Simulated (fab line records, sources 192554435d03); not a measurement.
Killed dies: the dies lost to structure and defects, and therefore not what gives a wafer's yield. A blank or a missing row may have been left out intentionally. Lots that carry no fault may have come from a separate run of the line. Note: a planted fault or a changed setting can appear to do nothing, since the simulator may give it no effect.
A struck lot beside a sound one | flow n5 finfet | 16 steps out of a route of 1938
Sound: the wafers L460.1, L460.4, L460.5. The struck wafers were L469.1, L469.3, L469.4. At the end, the cause is stated.
Each step with rows lists, per side, the tool, then ch with its chambers, then its first start. Under that, the readings that differ: sound wafers | struck wafers | difference of the means | sigmas: that difference in standard deviations of wafers without a fault.
alike: same words and numbers on both sides, and readings whose means sit less than 2 such deviations apart. not compared: any withheld reading, any reading some wafer has no value for, any bound like >300 that may hide the same value, and any number with overlapping values for which the record gives no deviation.
The two part at a step that has a row with sigmas, a row that says differs or no value, or rows on one side only. Numbers that have no deviation but don't overlap get no sigmas and don't part them. A reading missing from all wafers of one side parts the sides only when that side holds two or more wafers.

first, 9 steps without rows for these wafers: N5_SDB_COAT_04 (time 60 s, resist thk 18 nm); N5_SDB_COAT_05 (resist thk 90 nm); N5_SDB_EBR_07; N5_SDB_SOFTBAKE_06 (time 60 s); N5_SDB_EXPOSE_08 (exposes mask SDB); N5_SDB_PEB_09 (peb time 60 s); N5_SDB_DEVELOP_10 (develop time 30 s); N5_SDB_DESCUM_16 (chemistry O2, time 7.9 s); N5_SDB_ETCH_17 (etches SiARC in CF4, target depth 23.4 nm, time 39 s).
N5_SDB_ETCH_18: etches SOC in N2/H2, target depth 100 nm, overetch 20 nm, time 150 s.
  sound on rie diel-02 ch 1,2,3, day 5 23:54; struck on rie diel-02 ch 0,1,2, day 8 04:49
  no value came back on the struck wafers for any of 7 readings (bias w (W), chamber pressure mTorr (mTorr) and others); on the sound wafers bias w (W) reads 150.4 149.4 149.9
  reading                                  | sound          | struck         | difference | sigmas
  model.CAR-ArF_of_SDB_COAT_05.thk nm (nm) | 0 0 0          | 67.2 67.2 66.8 | +67.1      |
  model.SiARC_of_SDB_COAT_04.thk nm (nm)   | 12.8 12.8 12.8 | 17.8 17.8 17.8 | +5.0       |
  not compared: rf hours counter h
then, 2 steps without rows for these wafers: N5_SDB_STRIP_19 (strips in N2/H2); N5_SDB_STRIP_21 (strips in CF4).
N5_SDB_HM_OPEN_20: chemistry CH3F/O2, target SiNx, stops on poly-Si, target depth 24 nm.
  sound on rie diel-02 ch 1,2,3, day 6 00:04; struck on rie diel-02 ch 0,1,2, day 8 05:11
  reading               | sound          | struck         | difference | sigmas
  oes product au (a.u.) | 0.62 0.67 0.61 | 0.26 0.26 0.31 | -0.36      | -5
  alike: CH3F_flow_sccm, drypump motor current A, oes_o_777_au, rf vpp V, showerhead plenum p Torr, throttle valve pct
  not compared: rf hours counter h
then, 1 step without rows for these wafers: N5_SDB_STRIP_22 (strips in N2/H2).
N5_BEOL_M4_RC_MEAS_101:
  the record has rows for the sound wafers here (prober-01 ch 0, day 10 08:43) and none for the struck ones
-- a jump in the record: the struck wafers' starts before and after are 9 days apart (it breaks off in module BEOL_M4 and resumes in module PASSIVATION, where the first step shown is number 1936 of the route) --
N5_PASSIVATION_PROBE_49:
  the record has rows for the struck wafers here (prober-02, day 17 01:52) and none for the sound ones

## WHERE THEY PART
At N5_SDB_ETCH_18 first; at N5_PASSIVATION_PROBE_49 last (within this record only).

WHY: what had been put in by the simulator
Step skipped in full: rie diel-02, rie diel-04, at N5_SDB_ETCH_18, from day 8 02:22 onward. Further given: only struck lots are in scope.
